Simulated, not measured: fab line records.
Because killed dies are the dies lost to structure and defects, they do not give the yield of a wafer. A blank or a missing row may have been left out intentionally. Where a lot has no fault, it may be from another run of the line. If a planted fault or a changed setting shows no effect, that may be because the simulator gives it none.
Matching of chambers | flow nandHarc | NHARC_A_M0_PRE_CLEAN_31 on pecvd-01: 3 sister chambers
The step time 12 s. 20 wafers are shown with their chamber, then 10 later ones without.

== EACH WAFER AND ITS CHAMBER ==
wafer  | chamber | heaterPowerW (W) | heaterPowerOuterW (W)
L074.1 | 1       | 691              | 388
L074.5 | 1       | 706              | 390
L074.6 | 2       | 680              | 388
L081.1 | 0       | 538              | 306
L081.4 | 2       | 680              | 372
L081.6 | 1       | 738              | 409
L084.1 | 1       | 656              | 366
L084.5 | 2       | 745              | 422
L084.6 | 0       | 487              | 259
L085.3 | 2       | 599              | 325
L085.5 | 0       | 539              | 291
L085.6 | 2       | 590              | 334
L089.2 | 2       | 658              | 359
L089.3 | 1       | 739              | 416
L089.5 | 2       | 664              | 356
L086.2 | 1       | 695              | 381
L086.4 | 1       | 686              | 381
L086.6 | 0       | 610              | 331
L090.2 | 1       | 729              | 411
L090.3 | 0       | 552              | 296

SIGNATURES, as means of the wafers listed above
reading           | chamber 0 | chamber 1 | chamber 2 | scatter within a chamber
heaterPowerW      | 545.20    | 705.00    | 659.43    | 42.2
heaterPowerOuterW | 296.60    | 392.75    | 365.14    | 25.9
Rule: for a wafer and a chamber, the distance is found by dividing, reading by reading, the gap between the wafer's reading and the chamber's mean by the reading's scatter, squaring, summing and taking the root. If the next closest chamber is less than 2 further off than the closest, the wafer can't be placed; otherwise it belongs to the closest. The scatter: the root of (the sum of the squares of (reading less its chamber's mean) over the shown wafers, divided by (wafers less chambers)).

== WAFERS WITH NO CHAMBER GIVEN ==
wafer  | heaterPowerW (W) | heaterPowerOuterW (W)
L090.4 | 738              | 408
L095.3 | 693              | 409
L095.5 | 595              | 325
L095.6 | 553              | 278
L096.1 | 714              | 411
L096.2 | 614              | 329
L096.5 | 606              | 331
L097.3 | 564              | 310
L097.4 | 661              | 353
L097.5 | 576              | 312

== CHAMBER TAKEN BY EACH ==
wafer  | from the rows above          | in truth
L090.4 | can't be placed: 1 or 2      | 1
L095.3 | can't be placed: 1 or 2      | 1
L095.5 | can't be placed: 0 or 2      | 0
L095.6 | 0                            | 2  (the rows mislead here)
L096.1 | can't be placed: 1 or 2      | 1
L096.2 | can't be placed: 2 or 0 or 1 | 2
L096.5 | can't be placed: 2 or 0 or 1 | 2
L097.3 | 0                            | 0
L097.4 | can't be placed: 2 or 1      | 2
L097.5 | can't be placed: 0 or 2      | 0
Correct placement for 1 of the 10. From these rows, 8 cannot be placed; in 8 the true chamber is one of the candidates. Number placed wrongly: 1.
